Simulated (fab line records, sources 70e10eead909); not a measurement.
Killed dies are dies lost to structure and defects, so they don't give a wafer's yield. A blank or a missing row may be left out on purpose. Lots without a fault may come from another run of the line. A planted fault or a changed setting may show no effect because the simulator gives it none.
Chamber matching | flow nand_harc | NHARC_A_STAIRCASE_TRIM_229 on rie_diel-13: 4 sister chambers
The step chemistry O2, time 211.2 s. 16 wafers are shown with their chamber, then 8 later ones without.

WAFERS WITH THEIR CHAMBER
wafer  | chamber | showerhead_plenum_p_Torr (Torr) | throttle_valve_pct (%) | oes_product_au (a.u.)
L074.1 | 1       | 3.50                            | 17.042                 | 0.996
L074.3 | 2       | 3.38                            | 17.049                 | 1.004
L074.6 | 1       | 3.50                            | 17.033                 | 1.009
L075.2 | 1       | 3.50                            | 17.039                 | 1.012
L075.3 | 0       | 3.37                            | 17.029                 | 1.007
L075.4 | 3       | 3.66                            | 17.051                 | 1.014
L078.2 | 2       | 3.38                            | 17.036                 | 1.002
L078.3 | 0       | 3.37                            | 17.036                 | 1.017
L078.5 | 0       | 3.37                            | 17.037                 | 1.011
L081.1 | 2       | 3.37                            | 17.043                 | 1.012
L081.2 | 3       | 3.65                            | 17.042                 | 1.002
L081.5 | 2       | 3.37                            | 17.031                 | 1.005
L083.2 | 0       | 3.35                            | 17.038                 | 1.004
L083.3 | 3       | 3.65                            | 17.048                 | 0.995
L083.6 | 0       | 3.35                            | 17.044                 | 1.015
L084.1 | 0       | 3.35                            | 17.050                 | 1.008

SIGNATURES (means of the wafers above)
reading                  | chamber 0 | chamber 1 | chamber 2 | chamber 3 | scatter within a chamber
showerhead_plenum_p_Torr | 3.3600    | 3.5000    | 3.3750    | 3.6533    | 0.00799
throttle_valve_pct       | 17.03900  | 17.03800  | 17.03975  | 17.04700  | 0.00665
oes_product_au           | 1.01033   | 1.00567   | 1.00575   | 1.00367   | 0.00652
Rule: a wafer's distance from a chamber is the root of the sum, over the readings, of the square of ((its reading less the chamber's mean) divided by the reading's scatter). The wafer belongs to the nearest chamber; if the next one is less than 2 further off, it can't be placed. The scatter: the root of (the sum of the squares of (reading less its chamber's mean) over the shown wafers, divided by (wafers less chambers)).

WAFERS WITHOUT THEIR CHAMBER
wafer  | showerhead_plenum_p_Torr (Torr) | throttle_valve_pct (%) | oes_product_au (a.u.)
L084.4 | 3.65                            | 17.023                 | 1.002
L084.5 | 3.35                            | 17.042                 | 1.023
L090.4 | 3.63                            | 17.036                 | 0.992
L090.5 | 3.47                            | 17.040                 | 0.999
L090.6 | 3.34                            | 17.020                 | 0.992
L093.1 | 3.62                            | 17.044                 | 0.990
L093.5 | 3.62                            | 17.039                 | 0.996
L093.6 | 3.33                            | 17.040                 | 1.008

WHICH CHAMBER EACH WENT THROUGH
wafer  | from the rows above     | in truth
L084.4 | 3                       | 3
L084.5 | can't be placed: 0 or 2 | 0
L090.4 | 3                       | 3
L090.5 | 1                       | 1
L090.6 | can't be placed: 0 or 2 | 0
L093.1 | 3                       | 3
L093.5 | 3                       | 3
L093.6 | can't be placed: 0 or 2 | 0
Placed correctly: 5 of 8. Can't be placed from these rows: 3 (the true chamber is among the candidates in 3). Placed wrongly: 0.
